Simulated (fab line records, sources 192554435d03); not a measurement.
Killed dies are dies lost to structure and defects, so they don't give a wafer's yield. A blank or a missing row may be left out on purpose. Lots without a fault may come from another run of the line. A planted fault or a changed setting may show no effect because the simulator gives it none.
Problem report in the 8D (eight disciplines) form, filled by code | flow n5_finfet | the parts of the form that need people (team, actions taken, sign-off) are left out

1. THE PROBLEM
raw_defect_count at N5_PMOS_HMC_CHANNEL_EPI_INSPECT_30 reads a mean of 946 on 1 wafer of 1 lot; wafers without a fault read 19 with a standard deviation of 6.1. That is +99 or more standard deviations from the usual mean.
The step: inspects for defects (darkfield).
First seen on wafer L196.5, day 3 08:37, on defect_inspect-01. The record holds 24 wafers of 8 lots with a number at this step. Rule for "out", or "out of limits": more than 4 standard deviations from the usual mean. The other wafers with a number count as sound.

2. WHAT IT IS AND WHAT IT IS NOT
question                    | is                | is not
which readings at this step | raw_defect_count  | -
which lots                  | L196              | L190, L191, L202, L210, L211, L212, L213
which wafers of those lots  | L196.5            | L196.3, L196.6
read on which gauges        | defect_inspect-01 | defect_inspect-02
when                        | from day 3 08:37  | up to then (8 sound wafers); but 15 sound wafers of L202, L210, L211, L212, L213 came after

3. SUSPECTS, AND WHAT RULES EACH OUT
Counting: a tool at a process step up to the reading stays a suspect if it ran every lot that is out. Sound lots after the first of them don't rule it out here, since some wafers of a struck lot are sound.
- the gauge at N5_PMOS_HMC_CHANNEL_EPI_INSPECT_30: ruled out. All the wafers that are out were read on defect_inspect-01, but those of them that N5_FIN_SAQP_INSPECT_18 has rows for are out there too, on other tools.
- rie_diel-02 at N5_PMOS_HMC_CHANNEL_EPI_DESCUM_14 (chemistry O2, time 7.9 s): kept. It ran the lot that is out, L196 (day 3 05:53).
- rie_diel-02 at N5_PMOS_HMC_CHANNEL_EPI_HM_OPEN_15 (chemistry CHF3/O2, target SiO2, target depth 40.6 nm, time 20.3 s): kept. It ran the lot that is out, L196 (day 3 05:57).
- wet_bench-04 at N5_PMOS_HMC_CHANNEL_EPI_PRECLEAN_40 (cleans in DHF, time 30 s): kept. It ran the lot that is out, L196 (day 3 08:10); its last sound lot up to then is L191 (day 2 01:20).
- Within rie_diel-02 at N5_PMOS_HMC_CHANNEL_EPI_DESCUM_14: the wafers that are out ran in chamber 1; their sound lot-mates ran in chamber 0.
- Within rie_diel-02 at N5_PMOS_HMC_CHANNEL_EPI_HM_OPEN_15: the wafers that are out ran in chamber 1; their sound lot-mates ran in chamber 0.
Left after counting: rie_diel-02 at N5_PMOS_HMC_CHANNEL_EPI_DESCUM_14, rie_diel-02 at N5_PMOS_HMC_CHANNEL_EPI_HM_OPEN_15, wet_bench-04 at N5_PMOS_HMC_CHANNEL_EPI_PRECLEAN_40.

4. THE CAUSE (what the simulator had put in)
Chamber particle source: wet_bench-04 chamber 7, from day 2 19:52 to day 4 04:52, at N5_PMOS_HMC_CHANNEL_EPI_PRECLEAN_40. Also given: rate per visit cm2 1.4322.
Counting left 3 suspects, and this tool is among them.

5. THE CHAIN OF EFFECTS, in route order
Each row: a reading whose mean over the struck wafers that have a number lies more than 3 standard deviations from the usual. Only readings for which the record gives a usual standard deviation are gone through. hours: the time from each lot's start at the first step in this table that gives one to its start at this step, as a median over the lots. sigmas: the change in usual standard deviations.
hours | step                               | reading              | usual  | on struck wafers | change | sigmas
0     | N5_PMOS_HMC_CHANNEL_EPI_INSPECT_30 | raw_defect_count     | 19     | 946              | +927   | +99 or more
1     | N5_FIN_SAQP_INSPECT_18             | raw_defect_count     | 434    | 1367             | +933   | +7.2
7     | N5_FIN_SAQP_INSPECT_40             | raw_defect_count     | 213    | 1169             | +956   | +16
263   | N5_PASSIVATION_PROBE_49            | defect_limited_yield | 91.0 % | 81.0             | -10.0  | -7.1
263   | N5_PASSIVATION_PROBE_49            | killed_at_front_end  | 41     | 160              | +119   | +11
263   | N5_PASSIVATION_PROBE_49            | killed_dies          | 106    | 224              | +118   | +7.4
263   | N5_PASSIVATION_PROBE_49            | killed_on_rim        | 13     | 34               | +21    | +5.2
263   | N5_PASSIVATION_PROBE_49            | sort_bin_5_function  | 5.3 %  | 11.5             | +6.2   | +7.0
263   | N5_PASSIVATION_PROBE_49            | sort_n_pass          | 1070   | 956              | -114   | -4.1
263   | N5_PASSIVATION_PROBE_49            | sort_yield_pct       | 90.7 % | 81.0             | -9.7   | -4.0
The process steps in it:
- N5_PASSIVATION_PROBE_49
Later measuring or inspecting steps at which every struck wafer that the step has a row for has a number for every such reading, and none has moved that far: N5_FIN_SAQP_THK_MEAS_07, N5_BEOL_M4_RC_MEAS_101.

6. WHAT WOULD HAVE CAUGHT IT SOONER
In this record the first reading out of limits at a measuring or inspecting step was taken at day 3 08:37, 13 hours after the fault began at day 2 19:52.
All the lots that are out (1) had begun N5_PMOS_HMC_CHANNEL_EPI_PRECLEAN_40 on wet_bench-04 by day 3 08:37. A hold on the tool at that time would have spared none of them.
